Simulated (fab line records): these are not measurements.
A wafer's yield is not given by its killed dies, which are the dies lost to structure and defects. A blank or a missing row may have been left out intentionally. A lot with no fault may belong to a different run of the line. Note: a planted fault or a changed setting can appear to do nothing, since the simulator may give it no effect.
Matching of chambers	flow n5Finfet	3 sister chambers for N5_BEOL_M9_CURE_72 on uvCure-02
The step cures SiCOH lowk, time 120 s. 20 wafers are shown with their chamber, then 10 later ones without.

## WAFERS WITH THEIR CHAMBER
wafer	chamber	wafer_temp_C_max	lampPowerPct (%)
L076.1	0	372.1	52.34
L076.4	0	372.1	52.24
L076.6	0	371.6	52.34
L075.2	1	371.1	52.35
L075.4	1	371.6	52.31
L075.6	1	372.0	52.29
L081.1	0	372.5	52.35
L081.2	0	372.3	52.35
L081.6	0	372.1	52.32
L088.2	2	371.1	52.24
L088.3	2	371.7	52.30
L088.4	2	371.0	52.32
L087.2	1	371.6	52.28
L087.3	1	371.4	52.28
L087.6	1	371.4	52.31
L089.1	2	371.5	52.30
L089.4	2	371.3	52.25
L089.6	2	371.1	52.26
L086.1	2	371.6	52.31
L086.3	2	370.7	52.32

SIGNATURES (averages over the wafers above)
reading	chamber 0	chamber 1	chamber 2	scatter within a chamber
wafer_temp_C_max	372.117	371.517	371.250	0.316
lampPowerPct	52.3233	52.3033	52.2875	0.0341
Rule: for each reading, subtract the chamber's mean from the wafer's reading, divide by that reading's scatter and square the result; add these up over the readings and take the root, which gives the wafer's distance from the chamber. If the next closest chamber is less than 2 further off than the closest, the wafer can't be placed; otherwise it belongs to the closest. How the scatter is found: for the shown wafers, subtract from each reading the mean of its chamber, square and add these, divide the total by (wafers less chambers), then take the root.

## WAFERS MISSING THEIR CHAMBER
wafer	wafer_temp_C_max	lampPowerPct (%)
L086.5	371.3	52.33
L091.2	371.2	52.30
L091.5	371.0	52.31
L091.6	371.1	52.35
L093.2	370.8	52.28
L093.3	370.8	52.28
L093.4	370.9	52.37
L097.3	371.1	52.30
L097.4	371.3	52.22
L097.5	370.8	52.22

## WHICH CHAMBER EACH WENT THROUGH
wafer	from the rows above	in truth
L086.5	can't be placed: 1 or 2 or 0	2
L091.2	can't be placed: 2 or 1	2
L091.5	can't be placed: 2 or 1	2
L091.6	can't be placed: 2 or 1 or 0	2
L093.2	can't be placed: 2 or 1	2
L093.3	can't be placed: 2 or 1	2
L093.4	can't be placed: 2 or 1 or 0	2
L097.3	can't be placed: 2 or 1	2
L097.4	can't be placed: 2 or 1 or 0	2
L097.5	can't be placed: 2 or 1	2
Correctly placed: 0 of 10. From these rows, 10 cannot be placed; in 10 the true chamber is one of the candidates. Number placed wrongly: 0.
